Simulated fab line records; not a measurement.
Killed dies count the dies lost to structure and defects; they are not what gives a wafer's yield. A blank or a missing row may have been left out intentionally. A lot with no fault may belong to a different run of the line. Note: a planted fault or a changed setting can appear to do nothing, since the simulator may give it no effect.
Problem report, 8D (eight disciplines) form, completed by code | flow nand harc | the parts of the form that need people (team, actions taken, sign-off) are left out

== 1. THE ISSUE ==
On 2 wafers of 1 lot, defect limited yield at NHARC_END_SORT_01 has a mean of 0.0 %; fault-free wafers read 90.9 %, standard deviation 2.6. That puts it -35 standard deviations away from the usual mean.
Earliest sighting: wafer L447.5 on prober-01 at day 30 21:22. The record holds 6 wafers of 2 lots with a number at this step. By rule, "out" or "out of limits" means more than 4 standard deviations away from the usual mean. The other wafers with a number count as sound.

== 2. WHAT IT IS AND WHAT IT IS NOT ==
question                    | is                                                 | is not
which readings at this step | defect limited yield, killed at array, killed dies | killed at other, killed at periphery, killed open, killed short
which lots                  | L447                                               | L446
which wafers of those lots  | L447.5, L447.6                                     | L447.1
read on which gauges        | prober-01                                          | prober-02
when                        | from day 30 21:22                                  | up to then (4 sound wafers)

== 3. SUSPECTS, AND WHAT RULES EACH OUT ==
Counting: a tool at a process step up to the reading stays a suspect if it ran every lot that is out. Sound lots after the first of them don't rule it out here, since some wafers of a struck lot are sound.
- the gauge at NHARC_END_SORT_01: kept. All the wafers that are out were read on prober-01, and no step on other tools shows them out.
- pvd sputter-02 at NHARC_A_BONDPAD_PVD_27 (deposits Cu, target thk 30 nm, time 20.49 s): kept. It ran the lot that is out, L447 (day 29 09:52).
- rie si-02 at NHARC_THIN_TSV_ETCH_15 (target depth 3000 nm, bosch target overetch cycles 2, bosch etch step 2.8 s): kept. It ran the lot that is out, L447 (day 30 00:25).
After the count, these remain: pvd sputter-02 at NHARC_A_BONDPAD_PVD_27, rie si-02 at NHARC_THIN_TSV_ETCH_15 and prober-01 at NHARC_END_SORT_01.

== 4. THE CAUSE (what the simulator had put in) ==
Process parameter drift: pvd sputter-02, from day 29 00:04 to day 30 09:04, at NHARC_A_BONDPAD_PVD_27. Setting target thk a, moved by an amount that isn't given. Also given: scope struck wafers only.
This tool is one of the 3 suspects left after counting.

== 5. THE CHAIN OF EFFECTS, in route order ==
Each row: a reading where the mean over the struck wafers with a number is more than 3 standard deviations away from the usual. Scope: only readings with a usual standard deviation given in the record; hours: median across lots of the time from each lot's start at the first step in this table that gives one to its start at this step; sigmas: change in usual standard deviations.
hours | step              | reading              | usual  | on struck wafers | change | sigmas
0     | NHARC_END_SORT_01 | defect limited yield | 90.9 % | 0.0              | -90.9  | -35
0     | NHARC_END_SORT_01 | killed at array      | 57     | 670              | +614   | +34
0     | NHARC_END_SORT_01 | killed dies          | 62     | 677              | +615   | +34

== 6. WHAT WOULD HAVE CAUGHT IT SOONER ==
45 hours passed between the start of the fault at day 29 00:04 and the first reading out of limits at a measuring or inspecting step in this record, taken at day 30 21:22.
Of the tool readings at NHARC_A_BONDPAD_PVD_27 for which the record gives a usual standard deviation, none was out on any struck wafer, so an alarm limit of 4 standard deviations on them would not have fired.
Lots out: 1; all had begun NHARC_A_BONDPAD_PVD_27 on pvd sputter-02 by day 30 21:22. Had the tool been put on hold then, not one of them would have been saved.
